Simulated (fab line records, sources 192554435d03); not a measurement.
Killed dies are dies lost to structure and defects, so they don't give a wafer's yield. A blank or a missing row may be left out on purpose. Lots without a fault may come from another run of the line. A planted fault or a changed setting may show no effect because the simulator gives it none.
Chamber matching | flow n5_finfet | N5_BEOL_M1_CMP_52 on cmp-02: 4 sister chambers
The step polishes, stops on SiOC, t overpolish 6.8 s, target thk 40 nm. 4 wafers are shown with their chamber, then 8 later ones without.

WAFERS WITH THEIR CHAMBER
wafer  | chamber | motor_current_A (A)
L078.5 | 2       | 5.7
L087.1 | 3       | 6.2
L087.5 | 1       | 7.4
L088.1 | 0       | 5.8

WAFERS WITHOUT THEIR CHAMBER
wafer  | motor_current_A (A)
L088.2 | 6.0
L088.5 | 6.0
L093.3 | 6.9
L093.5 | 5.9
L093.6 | 6.1
L091.3 | 6.0
L091.4 | 6.2
L091.5 | 5.9

WHICH CHAMBER EACH WENT THROUGH
wafer  | from the rows above          | in truth
L088.2 | can't be placed: 0 or 3 or 2 | 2
L088.5 | can't be placed: 0 or 3 or 2 | 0
L093.3 | can't be placed: 1 or 3      | 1
L093.5 | can't be placed: 0 or 2 or 3 | 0
L093.6 | can't be placed: 3 or 0 or 2 | 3
L091.3 | can't be placed: 0 or 3 or 2 | 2
L091.4 | can't be placed: 3 or 0      | 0
L091.5 | can't be placed: 0 or 2 or 3 | 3
Placed correctly: 0 of 8. Can't be placed from these rows: 8 (the true chamber is among the candidates in 8). Placed wrongly: 0.
How it was worked out, from the rows above alone: a wafer's distance from a chamber is the root of the sum, over the readings, of the square of ((its reading less the chamber's mean) divided by the reading's scatter). The wafer belongs to the nearest chamber; if the next one is less than 2 further off, it can't be placed. A chamber's mean is the mean of its shown wafers. The scatter: with one shown wafer a chamber, the root of the mean of the squares of how far each hidden wafer lies from its nearest shown one.
